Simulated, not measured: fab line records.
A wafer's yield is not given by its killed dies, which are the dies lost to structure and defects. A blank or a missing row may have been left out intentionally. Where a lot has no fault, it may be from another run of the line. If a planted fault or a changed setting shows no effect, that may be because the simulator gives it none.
Which of the tools did it?    flow nand-harc    route of 1302 steps, sampled at 1 step: 14 lots, 40 wafers

WHAT THE GAUGES SHOWED, per wafer
NHARC_P_M2_INSPECT_11.
lot   measured      on                 raw-defect-count
L178  day 6 13:12   defect-inspect-02  3 9 2
L180  day 7 05:23   defect-inspect-01  10 10 10
L181  day 7 11:33   defect-inspect-01  5 4 6
L183  day 8 16:08   defect-inspect-01  4 0 3
L184  day 8 17:01   defect-inspect-01  2 5 1
L185  day 9 07:11   defect-inspect-01  1 4 2
L186  day 9 16:22   defect-inspect-02  4 7 5
L189  day 11 03:24  defect-inspect-02  9 7 5
L190  day 11 06:19  defect-inspect-02  4 1 3
L192  day 12 12:53  defect-inspect-01  3 6 7
L193  day 12 13:23  defect-inspect-01  1
L194  day 13 00:20  defect-inspect-02  3 2 1
L198  day 14 17:52  defect-inspect-02  7 4 6
L199  day 15 00:43  defect-inspect-01  7 6 4

TOOL THAT RAN EACH LOT (tool first, then ch and the chambers of the sampled wafers, then the start)
Before these readings, the record contains no process step.

WHAT THE TOOLS THEMSELVES READ (means of the sampled wafers that have a number; where no wafer has one, the mark that the record gives instead)
The record holds no such reading with a usual standard deviation.

THE ANSWER, worked out from the rows above alone
Rule: the lots themselves supply what counts as usual. Put in order of their means at a reading, lots are off if they are a third of the lots or fewer, leave a main group of 4 or more, and stand apart from it by a gap of 3 or more times the standard deviation of the main group's means; of several such gaps the widest counts. A main group is skipped when, at the precision printed for the reading in the tables above, its means are all equal. A lot without any number at a reading at which 4 lots or more have one is off too. Where the step has rows for the other lots, those lots are counted as sound. After the gauges, taken in route order, come the tools' own readings; for these a lot's mean is taken, as printed above. At the first step where some lot is off, the reading lying furthest off is the one used; lots without a number count as furthest.
No lot is off at any reading shown: from this, nothing can be told.

WHAT WAS PUT IN BY THE SIMULATOR
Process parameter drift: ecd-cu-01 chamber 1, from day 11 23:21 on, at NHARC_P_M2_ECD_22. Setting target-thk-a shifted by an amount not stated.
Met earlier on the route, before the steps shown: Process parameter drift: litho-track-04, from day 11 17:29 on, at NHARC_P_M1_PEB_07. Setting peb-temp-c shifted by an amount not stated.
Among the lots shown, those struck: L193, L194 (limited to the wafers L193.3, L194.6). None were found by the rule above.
